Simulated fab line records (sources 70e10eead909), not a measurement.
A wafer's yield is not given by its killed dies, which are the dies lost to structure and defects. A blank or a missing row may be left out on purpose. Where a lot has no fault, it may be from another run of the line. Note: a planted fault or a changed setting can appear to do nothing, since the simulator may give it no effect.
fab line records	flow nand-harc	part 2 of 2: steps 30 to 43 of 43
record lots=5	wafers=15	last-day=23
route steps=1159 shown THIN_TSV@1108
lots that met no fault: taken from a fault-free run of the same line
start-h: hours from the record's opening day to when the first of the lot's shown wafers began	wait-h: hours since the lot's step before	" same as the row above	L1.1+2: one row covering several wafers at once	- no value present, or no start provided	* or withheld: withheld	< > ~ a bound
route shown NAME@n: NAME is a module with steps in the file, n the number in the route of the first one	usual: the fault-free wafers' mean and standard deviation	same: alike in all rows	chamber/n: place in a boat	sites: readings site by site	_std_site: the standard deviation of these	_edge_site: inner sites' mean taken away from outer sites' mean	radius-mm: for every site, how far away it sits from the centre of the wafer	mask NAME#n: copy n	behind: tool/chamber where the wafer was last shaped	hold: why the lot went on hold/how many hours it stayed there/how the hold came to an end	device: the n, p or np transistor that did not switch	end of line: the tests these same wafers got at the end of their route	for a step that has no rows: nothing shown but its recipe	killed: dies that structure and defects cost at the first sort, which is not the same as the wafer's yield	map: dies across one wafer; x = killed, . = not, _ = none there
set.NAME: the setting the step ran with; set.NAME@STEP: the setting that earlier step ran with	model.NAME: the simulator's own value behind a step, which no gauge read
lots seen at some steps along the route; tables by step, rows by wafer
services: from which hour (start-h, from the record's first day; less than 0 if before it) a tool's chamber was out of use, for how many hours, and why
## steps
# step NHARC_THIN_TSV_PVD_55
# recipe target-thk-a=500	material=TiN
lot.wafer	tool	chamber	start-h	wait-h
L079.4+3+6	pvd-sputter-03	-	475.16	0.1
L084.3+6+5	pvd-sputter-02	-	482.19	0.1
L090.2+6+5	pvd-sputter-03	-	521.50	0.2
L093.1+6+5	pvd-sputter-03	-	540.05	0.1
L097.3+1+6	pvd-sputter-02	-	547.22	0.1
# step NHARC_THIN_TSV_PVD_24
# recipe target-thk-a=8000	power-w=withheld	chamber-pressure-pa=withheld	substrate-temp-c=withheld	time-s=withheld	gas=Ar	material=Al
lot.wafer	tool	chamber	start-h	wait-h
L079.3+4+6	pvd-sputter-03	-	475.33	0.1
L084.3+6+5	pvd-sputter-02	-	482.46	0.2
L090.2+5+6	pvd-sputter-03	-	521.69	0.2
L093.1+6+5	pvd-sputter-03	-	540.14	0.1
L097.3+1+6	pvd-sputter-02	-	547.46	0.2
# step NHARC_THIN_TSV_DEHYDRATE_25
# recipe temp-c=150	time-s=120
lot.wafer	tool	chamber	start-h	wait-h
L079.3+4+6	litho-track-07	0	475.69	-
L084.3+5+6	litho-track-07	0	482.70	-
L090.2+5+6	litho-track-07	0	522.00	-
L093.1+5+6	litho-track-03	0	540.56	-
L097.1+3+6	litho-track-02	0	547.76	-
# step NHARC_THIN_TSV_HMDS_26
# recipe time-s=30
lot.wafer	tool	chamber	start-h	wait-h
L079.3+4+6	litho-track-07	0	-	-
L084.3+5+6	litho-track-07	0	-	-
L090.2+5+6	litho-track-07	0	-	-
L093.1+5+6	litho-track-03	0	-	-
L097.1+3+6	litho-track-02	0	-	-
# step NHARC_THIN_TSV_COAT_27
# recipe spin-rpm=*
lot.wafer	tool	chamber	start-h	wait-h
L079.3+4+6	litho-track-07	0	-	-
L084.3+5+6	litho-track-07	0	-	-
L090.2+5+6	litho-track-07	0	-	-
L093.1+5+6	litho-track-03	0	-	-
L097.1+3+6	litho-track-02	0	-	-
# step NHARC_THIN_TSV_SOFTBAKE_28
# recipe temp-c=122	time-s=95
lot.wafer	tool	chamber	start-h	wait-h
L079.3+4+6	litho-track-07	0	-	-
L084.3+5+6	litho-track-07	0	-	-
L090.2+5+6	litho-track-07	0	-	-
L093.1+5+6	litho-track-03	0	-	-
L097.1+3+6	litho-track-02	0	-	-
# step NHARC_THIN_TSV_EBR_29
lot.wafer	tool	chamber	start-h	wait-h
L079.3+4+6	litho-track-07	0	-	-
L084.3+5+6	litho-track-07	0	-	-
L090.2+5+6	litho-track-07	0	-	-
L093.1+5+6	litho-track-03	0	-	-
L097.1+3+6	litho-track-02	0	-	-
# step NHARC_THIN_TSV_EXPOSE_30
# recipe na=0.55	dose-mj=11.47	mask-id=PAD
lot.wafer	tool	chamber	start-h	wait-h	mask
L079.3+4+6	krf-scanner-04	0	475.85	-	PAD#0
L084.3+5+6	krf-scanner-04	0	482.86	-	PAD#0
L090.2+5+6	krf-scanner-02	0	522.15	-	PAD#0
L093.1+5+6	krf-scanner-02	0	540.71	-	PAD#0
L097.1+3+6	krf-scanner-02	0	548.03	-	PAD#0
# step NHARC_THIN_TSV_PEB_31
# recipe peb-temp-c=118	peb-time-s=85
lot.wafer	tool	chamber	start-h	wait-h
L079.3+4+6	litho-track-02	0	475.90	0.1
L084.3+5+6	litho-track-03	0	482.92	0.1
L090.2+5+6	litho-track-02	0	522.21	0.1
L093.1+5+6	litho-track-02	0	540.77	0.1
L097.1+3+6	litho-track-03	0	548.10	0.1
# step NHARC_THIN_TSV_DEVELOP_32
# recipe time-s=70
lot.wafer	tool	chamber	start-h	wait-h
L079.3+4+6	litho-track-02	0	-	-
L084.3+5+6	litho-track-03	0	-	-
L090.2+5+6	litho-track-02	0	-	-
L093.1+5+6	litho-track-02	0	-	-
L097.1+3+6	litho-track-03	0	-	-
# step NHARC_THIN_TSV_CD_MEAS_33
# recipe target-cd-nm=5000	landing-energy-ev=500
# usual cd-nm=5000.1/2.5
lot.wafer	tool	chamber	start-h	wait-h	cd-nm
L079.3	cd-sem-02	0	476.00	-	5001.3
L079.4	"	0	"	"	4999.6
L079.6	"	0	"	"	5001.0
L084.3	cd-sem-01	0	483.01	-	4994.6
L084.5	"	0	"	"	5000.9
L084.6	"	0	"	"	4999.1
L090.2	cd-sem-02	0	522.31	-	5002.8
L090.5	"	0	"	"	5000.9
L090.6	"	0	"	"	5000.8
L093.1	cd-sem-02	0	540.86	-	5000.1
L093.5	"	0	"	"	5002.1
L093.6	"	0	"	"	5003.5
L097.1	cd-sem-03	0	548.19	-	4999.7
L097.3	"	0	"	"	4994.7
L097.6	"	0	"	"	4999.7
# step NHARC_THIN_TSV_HARDBAKE_34
# recipe temp-c=125	time-s=80
lot.wafer	tool	chamber	start-h	wait-h
L079.3+4+6	litho-track-03	0	476.08	-
L084.3+5+6	litho-track-07	0	483.09	-
L090.2+5+6	litho-track-02	0	522.39	-
L093.1+5+6	litho-track-02	0	540.94	-
L097.1+3+6	litho-track-07	0	548.27	-
# step NHARC_THIN_TSV_DESCUM_35
# recipe time-s=3	o2-flow-sccm=200	ar-flow-sccm=0	bias-power-w=0	chemistry=O2
# usual drypump-motor-current-A=5.7/0.42	oes-product-au=1.002/0.018	rf-vpp-V=57.7/0.81	showerhead-plenum-p-Torr=1.89/0.078	throttle-valve-pct=11.312/0.0087
# same bias-power-w=0
lot.wafer	tool	chamber	start-h	wait-h	drypump-motor-current-A	oes-product-au	rf-hours-counter-h	rf-vpp-V	showerhead-plenum-p-Torr	throttle-valve-pct
L079.4	rie-diel-07	1	476.17	-	6.1	0.976	9	58.4	1.77	11.302
L079.3	"	2	"	"	5.8	0.993	8	57.5	1.89	11.307
L079.6	"	0	"	"	6.2	0.996	-	58.6	1.80	11.301
L084.3	rie-diel-04	0	483.19	-	5.6	1.004	1	59.5	1.90	11.312
L084.6	"	2	"	"	5.2	0.991	-	58.0	1.87	11.306
L084.5	"	3	"	"	5.8	0.982	-	57.8	1.95	11.302
L090.2	rie-diel-07	1	522.48	-	6.1	0.981	14	57.0	1.77	11.321
L090.5	"	0	"	"	6.2	1.009	-	59.1	1.79	11.305
L090.6	"	1	"	"	6.1	0.982	-	56.9	1.77	11.300
L093.1	rie-diel-07	1	541.06	-	6.1	0.978	16	56.7	1.77	11.310
L093.5	"	2	"	"	5.8	1.005	-	58.2	1.89	11.306
L093.6	"	3	"	"	5.6	1.022	-	57.5	2.01	11.316
L097.3	rie-diel-12	0	548.38	-	5.1	1.032	12	56.7	2.03	11.305
L097.1	"	1	"	"	6.2	1.029	11	57.5	1.91	11.317
L097.6	"	2	"	"	5.1	1.022	-	57.6	1.86	11.310
# step NHARC_THIN_TSV_ETCH_59
# recipe target-depth-a=8800	icp-w=900	bias-w=100	Cl2_flow_sccm=60	bcl3-flow-sccm=30	time-s=138.1	chemistry=Cl2/BCl3
# usual drypump-motor-current-A=5.4/0.36	he-backside-leak-sccm=3.41/0.26	oes-product-au=0.997/0.011	rf-fwd-power-W=897/3.1	throttle-valve-pct=22.265/0.0096
lot.wafer	tool	chamber	start-h	wait-h	drypump-motor-current-A	he-backside-leak-sccm	oes-product-au	rf-fwd-power-W	rf-hours-counter-h	throttle-valve-pct
L079.3	rie-metal-03	0	476.35	0.1	5.7	3.32	0.993	894	-	22.250
L079.4	"	1	"	"	5.2	3.23	0.982	895	-	22.275
L079.6	"	0	"	"	5.7	3.40	1.000	899	-	22.271
L084.3	rie-metal-02	0	483.41	0.2	4.9	3.52	1.020	899	-	22.276
L084.6	"	1	"	"	5.6	3.16	0.991	900	-	22.262
L084.5	"	0	"	"	4.9	3.56	1.005	895	-	22.264
L090.2	rie-metal-02	0	522.66	0.2	4.9	3.57	1.005	899	3.7	22.273
L090.6	"	1	"	"	5.6	3.16	0.990	892	-	22.280
L090.5	"	0	"	"	4.9	3.70	1.005	896	-	22.256
L093.1	rie-metal-02	1	541.15	0.1	5.6	3.37	0.998	901	4.1	22.263
L093.6	"	1	"	"	5.6	3.26	0.995	899	-	22.263
L093.5	"	0	"	"	4.9	3.58	1.012	901	-	22.274
L097.1	rie-metal-03	1	548.48	0.1	5.2	3.15	0.989	896	2.7	22.266
L097.3	"	1	"	"	5.2	3.07	0.988	893	-	22.253
L097.6	"	1	"	"	5.2	2.98	0.991	895	-	22.263
## services
tool	chamber	start-h	hours	kind
ecd-cu-01	-	448.27	8.0	pm
cmp-03	-	450.00	4.0	pm
plasma-asher-01	-	453.00	9.0	pm
rie-si-04	-	453.00	9.0	pm
pvd-sputter-03	-	458.00	10.0	pm
plasma-asher-02	-	462.53	0.7	repair
rie-diel-04	2	463.18	8.2	repair
rie-diel-04	-	465.90	9.0	pm
rie-diel-12	2	485.23	5.3	repair
rie-diel-04	2	489.09	6.6	repair
krf-scanner-04	-	492.87	4.0	pm
ecd-cu-01	-	498.17	0.5	repair
cmp-03	-	498.59	0.5	repair
krf-scanner-02	-	500.45	0.7	repair
krf-scanner-04	-	501.03	1.3	repair
plasma-asher-02	-	511.88	3.3	repair
pvd-sputter-01	-	514.20	10.0	pm
litho-track-02	-	515.00	7.0	pm
rie-diel-07	3	521.70	19.2	repair
cmp-03	-	525.29	3.9	repair
rie-si-04	0	525.41	12.3	repair
plasma-asher-02	-	537.14	9.0	pm
litho-track-07	-	539.00	7.0	pm
cmp-03	-	548.00	4.0	pm
